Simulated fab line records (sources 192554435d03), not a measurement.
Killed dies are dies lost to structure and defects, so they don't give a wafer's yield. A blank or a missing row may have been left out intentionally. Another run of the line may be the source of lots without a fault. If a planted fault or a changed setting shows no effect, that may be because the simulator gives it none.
Matching of chambers -- flow n5_finfet -- 3 sister chambers for N5_FIN_SAQP_HM_DEP_72 on pecvd-03
The step deposits SiO2 from SiH4/N2O, target thk 12 nm, time 7.2 s. 3 wafers are shown with their chamber, then 9 later ones without.

## WAFERS, EACH WITH ITS CHAMBER
wafer,chamber,showerhead_plenum_p_Torr (Torr)
L083.4,1,8.38
L089.4,0,8.18
L089.5,2,8.03

## WAFERS WHOSE CHAMBER IS MISSING
wafer,showerhead_plenum_p_Torr (Torr)
L090.3,8.17
L090.4,8.18
L090.6,8.03
L092.1,8.38
L092.4,8.40
L092.6,8.01
L097.1,8.40
L097.2,8.20
L097.4,8.01

## CHAMBER TAKEN BY EACH
wafer,from the rows above,in truth
L090.3,0,0
L090.4,0,0
L090.6,2,2
L092.1,1,1
L092.4,1,1
L092.6,2,2
L097.1,1,1
L097.2,0,0
L097.4,2,2
9 of 9 placed correctly. Not placeable from these rows: 0. Wrongly placed: 0.
How it was worked out, from the rows above alone: a wafer's distance from a chamber is the root of the sum, over the readings, of the square of ((its reading less the chamber's mean) divided by the reading's scatter). If the next closest chamber is less than 2 further off than the closest, the wafer can't be placed; otherwise it belongs to the closest. For every chamber, the mean is computed from those of its wafers that are shown. The scatter: root of mean squared gap, hidden wafer to nearest shown wafer, with one shown wafer a chamber.
